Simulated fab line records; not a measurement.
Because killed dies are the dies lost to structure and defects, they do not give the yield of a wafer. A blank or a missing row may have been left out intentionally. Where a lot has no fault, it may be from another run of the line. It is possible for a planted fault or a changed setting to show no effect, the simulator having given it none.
Chamber matching ; flow nand_harc ; NHARC_A_CHANNEL_FILL_D2_ALD_14 on ald_hk-04 has 4 sister chambers
The step deposits SiO2, target thk 2.5 nm, pulse time 10 s, ald cycles 25. 18 wafers are shown with their chamber, then 9 later ones without.

EACH WAFER AND ITS CHAMBER
wafer;chamber;heater_power_w (W);susceptor_temp_C (C);precursor_pulse_height_rel
L076.1;2;497;300.02;0.979
L076.4;0;379;299.60;0.966
L076.5;0;371;299.90;1.001
L079.1;3;409;300.08;0.986
L079.2;2;490;300.03;0.998
L079.3;1;495;300.14;0.996
L083.2;1;502;300.00;1.032
L083.3;3;405;300.11;1.022
L083.5;1;516;300.26;0.998
L084.2;1;500;300.27;1.030
L084.3;3;407;299.86;0.995
L084.6;2;484;299.83;1.023
L088.2;3;421;300.18;1.022
L088.4;1;505;299.64;1.013
L088.5;3;412;300.21;0.981
L089.2;2;477;300.22;1.022
L089.4;3;432;300.12;1.024
L089.6;1;498;300.08;0.987

SIGNATURES, as means of the wafers listed above
reading;chamber 0;chamber 1;chamber 2;chamber 3;scatter within a chamber
heater_power_w;375.00;502.67;487.00;414.33;8.67
susceptor_temp_C;299.7500;300.0650;300.0250;300.0933;0.183
precursor_pulse_height_rel;0.98350;1.00933;1.00550;1.00500;0.0202
Rule: a wafer lies at a distance from a chamber equal to the root of the sum of squares, over the readings, of (its reading less the chamber's mean, divided by the reading's scatter). If the next closest chamber is less than 2 further off than the closest, the wafer can't be placed; otherwise it belongs to the closest. How the scatter is found: for the shown wafers, subtract from each reading the mean of its chamber, square and add these, divide the total by (wafers less chambers), then take the root.

WAFERS MISSING THEIR CHAMBER
wafer;heater_power_w (W);susceptor_temp_C (C);precursor_pulse_height_rel
L093.3;412;299.98;1.043
L093.4;463;299.96;1.035
L093.5;502;299.98;0.992
L092.3;394;300.10;1.006
L092.4;498;299.75;1.036
L092.5;385;300.13;1.030
L095.2;421;300.11;0.986
L095.5;423;300.00;1.016
L095.6;478;300.00;1.012

THE CHAMBER EACH PASSED THROUGH
wafer;from the rows above;in truth
L093.3;3;3
L093.4;can't be placed: 2 or 1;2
L093.5;can't be placed: 1 or 2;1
L092.3;can't be placed: 3 or 0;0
L092.4;can't be placed: 1 or 2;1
L092.5;can't be placed: 0 or 3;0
L095.2;3;3
L095.5;3;3
L095.6;can't be placed: 2 or 1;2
3 of 9 placed correctly. From these rows, 6 cannot be placed; in 6 the true chamber is one of the candidates. Placed wrongly: 0.
